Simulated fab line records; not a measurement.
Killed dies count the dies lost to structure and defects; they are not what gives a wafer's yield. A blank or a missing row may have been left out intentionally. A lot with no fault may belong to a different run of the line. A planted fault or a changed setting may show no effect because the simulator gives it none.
The same fault as seen by 2 desks + flow nand harc + every desk sees just its own numbers, and what lay behind them comes last

== AT THE TOOL OWNER'S DESK: rie diel-01 ==
The tool's own readings at NHARC_P_BONDPAD_ETCH_24 (etches the open film in CF4/N2, target depth 30 nm, time 72.99 s): means of the sampled wafers that have a number, for each lot that ran on this tool. Marked OUT: a lot whose mean sits more than 4 standard deviations from the usual mean, which makes it out of limits; the brackets give that distance.
Columns: A = drypump motor current A at NHARC_P_BONDPAD_ETCH_24, usual 5.9 A; B = n2 flow sccm at NHARC_P_BONDPAD_ETCH_24, usual 99.98 sccm; C = oes product au at NHARC_P_BONDPAD_ETCH_24, usual 0.998 a.u.; D = rf vpp V at NHARC_P_BONDPAD_ETCH_24, usual 314.5 V; E = showerhead plenum p Torr at NHARC_P_BONDPAD_ETCH_24, usual 2.65 Torr; F = throttle valve pct at NHARC_P_BONDPAD_ETCH_24, usual 19.794 %
| lot  | first seen here | A   | B      | C                | D     | E    | F      |
|------|-----------------|-----|--------|------------------|-------|------|--------|
| L320 | day 7 14:58     | 5.8 | 99.98  | 0.987            | 313.8 | 2.58 | 19.780 |
| L321 | day 8 01:26     | 5.8 | 100.17 | 0.985            | 313.8 | 2.58 | 19.790 |
| L332 | day 12 15:52    | 5.6 | 100.10 | 0.986            | 314.0 | 2.62 | 19.800 |
| L335 | day 13 17:22    | 5.5 | 99.85  | 0.917 (-8.3) OUT | 315.4 | 2.69 | 19.800 |
| L338 | day 15 00:12    | 5.3 | 99.85  | 0.919 (-8.1) OUT | 315.2 | 2.71 | 19.801 |
This desk finds L335, L338 out of limits, L335 being first, at day 13 17:22 (oes product au at NHARC_P_BONDPAD_ETCH_24). L320, L321, L332 stayed within limits.

== THE METROLOGY DESK ==
Lot by lot, what the gauges showed, no matter which tool ran the lot: averages of those sampled wafers that carry a number. Marked OUT: a lot whose mean sits more than 4 standard deviations from the usual mean, which makes it out of limits; the brackets give that distance.
Columns: A = cd nm at NHARC_P_BONDPAD_CD_MEAS_13, usual 498.9 nm
| lot  | first seen here | A     |
|------|-----------------|-------|
| L320 | day 7 14:44     | 500.5 |
| L321 | day 8 01:13     | 500.1 |
| L322 | day 8 05:54     | 499.3 |
| L324 | day 9 02:38     | 500.4 |
| L325 | day 9 12:40     | 498.9 |
| L327 | day 10 12:55    | 500.1 |
| L332 | day 12 15:37    | 499.6 |
| L335 | day 13 17:09    | 499.5 |
| L338 | day 14 23:57    | 498.3 |
| L339 | day 15 07:14    | 497.1 |
| L341 | day 16 03:25    | 497.0 |
This desk's finding: nothing out of limits on any of the 11 lots.

== BROUGHT TOGETHER ==
The tool owner's desk had the chance to raise an alarm at day 13 17:22 on L335, L338.
At the metrology desk, nothing out of limits was observed.
The metrology desk has L335, L338 on record, within its limits.
All the named lots went through NHARC_P_BONDPAD_ETCH_24 on rie diel-01.

== WHAT HAD BEEN PUT IN BY THE SIMULATOR ==
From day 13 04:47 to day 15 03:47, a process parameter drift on rie diel-01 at NHARC_P_BONDPAD_ETCH_24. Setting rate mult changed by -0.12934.
Shown lots that were struck: L335, L338.
Hours from the fault's start to each desk's first reading out of limits: the tool owner's desk, 13.
